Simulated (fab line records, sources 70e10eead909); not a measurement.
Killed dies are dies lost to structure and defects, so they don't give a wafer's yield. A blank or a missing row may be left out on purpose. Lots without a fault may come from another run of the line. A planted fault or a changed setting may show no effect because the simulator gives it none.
A struck lot beside a sound one | flow nand_harc | 20 steps out of a route of 1302
Sound: wafers L918.3, L918.5, L918.6. Struck: wafers L923.1, L923.2, L923.4. The cause comes at the end.
At each step with rows: each side's tool, then ch and its chambers, then its first start. Under that, the readings that differ: sound wafers | struck wafers | difference of the means | sigmas: that difference in standard deviations of wafers without a fault.
alike: readings whose means differ by less than 2 such deviations, and words and numbers that are the same on both sides. not compared: withheld readings, readings that some wafer has no value for, bounds like >300 that may hide the same value, and numbers for which the record gives no deviation and whose values overlap.
The two part at a step that has a row with sigmas, a row that says differs or no value, or rows on one side only. Numbers that don't overlap but have no deviation are shown without sigmas and don't part them. A reading that every wafer of one side lacks parts them only if that side has two wafers or more.

NHARC_P_GATE_ALD_36: deposits SiNx, target thk 20 nm, pulse time 60 s, ald cycles 223.
  sound on ald_sin-01 ch 0,2,3, day 5 19:05; struck on ald_sin-04 ch 0,1,2, day 7 15:02
  alike: heater_power_w, precursor_pulse_height_rel
NHARC_P_GATE_ETCHBACK_37: etches the open film in CHF3/O2, target depth 34.5 nm, time 17.2 s.
  sound on rie_diel-13 ch 0,1; struck on rie_diel-10 ch 1,2,3
  reading               | sound          | struck         | difference | sigmas
  oes_product_au (a.u.) | 0.93 0.92 0.92 | 1.00 1.00 1.01 | +0.08      | +2
  alike: drypump_motor_current_A, rf_vpp_V, showerhead_plenum_p_Torr, throttle_valve_pct
  not compared: rf_hours_counter_h
NHARC_P_GATE_STRIP_101: strips in O2, time 20 s.
  sound on rie_diel-13 ch 0,1, day 6 01:33; struck on rie_diel-10 ch 0,1,3, day 7 23:38
  alike: drypump_motor_current_A, oes_product_au, rf_vpp_V, showerhead_plenum_p_Torr, throttle_valve_pct
  not compared: rf_hours_counter_h
then, 9 steps without rows for these wafers: NHARC_P_GATE_PRECLEAN_97 (cleans in SPM, time 600 s); NHARC_P_GATE_SRD_98; NHARC_P_GATE_PRECLEAN_99 (cleans in SC1); NHARC_P_GATE_SRD_100; NHARC_P_GATE_DEHYDRATE_38 (time 120 s); NHARC_P_GATE_HMDS_39 (time 30 s); NHARC_P_GATE_COAT_40; NHARC_P_GATE_SOFTBAKE_41 (time 95 s); NHARC_P_GATE_EBR_42.
NHARC_P_GATE_EXPOSE_43: exposes mask P NSD, target cd 720 nm.
  sound on krf_scanner-02 ch 0, day 6 02:20; struck on krf_scanner-04 ch 0, day 8 00:25
  reading | sound                   | struck                           | difference | sigmas
  mask    | P_NSD#0 P_NSD#0 P_NSD#0 | P_NSD_R1#0 P_NSD_R1#0 P_NSD_R1#0 | differs    |
then, 2 steps without rows for these wafers: NHARC_P_GATE_PEB_44 (peb time 85 s); NHARC_P_GATE_DEVELOP_45 (time 70 s).
NHARC_P_GATE_CD_MEAS_46: target cd 720 nm.
  sound on cd_sem-03 ch 0, day 6 02:29; struck on cd_sem-03 ch 0, day 8 00:34
  reading    | sound             | struck            | difference | sigmas
  cd_nm (nm) | 719.6 718.8 718.1 | 714.0 713.7 714.3 | -4.8       | -3
then, 1 step without rows for these wafers: NHARC_P_GATE_HARDBAKE_47 (time 80 s).
NHARC_P_GATE_DESCUM_48: chemistry O2, time 3 s.
  sound on rie_diel-13 ch 0,1,2, day 6 03:13; struck on rie_diel-07 ch 1,2,3, day 8 00:44
  reading                 | sound             | struck            | difference | sigmas
  model.P_GATE.cd_nm (nm) | 719.6 718.2 718.5 | 713.8 713.7 713.5 | -5.1       |
  alike: drypump_motor_current_A, oes_product_au, rf_vpp_V, showerhead_plenum_p_Torr, throttle_valve_pct
  not compared: rf_hours_counter_h
then, 1 step without rows for these wafers: NHARC_P_GATE_IMPLANT_49.
-- the record jumps here: 19 days lie between the struck wafers' starts before and after (it left off in module P_GATE and takes up again in module END, whose first step shown is number 1302 of the route) --
NHARC_END_SORT_01:
  sound on prober-02 ch 0, day 24 23:33; struck on prober-02 ch 0, day 27 06:55
  reading             | sound | struck | difference | sigmas
  killed_at_other     | 0 1 1 | 6 4 1  | +3         | +2
  killed_at_periphery | 6 8 9 | 2 4 1  | -5         | -2
  alike: killed_at_array, killed_dies, killed_open, killed_short

WHERE THEY PART
First at NHARC_P_GATE_ETCHBACK_37; last, within this record, at NHARC_END_SORT_01.

WHY: what the simulator had put in
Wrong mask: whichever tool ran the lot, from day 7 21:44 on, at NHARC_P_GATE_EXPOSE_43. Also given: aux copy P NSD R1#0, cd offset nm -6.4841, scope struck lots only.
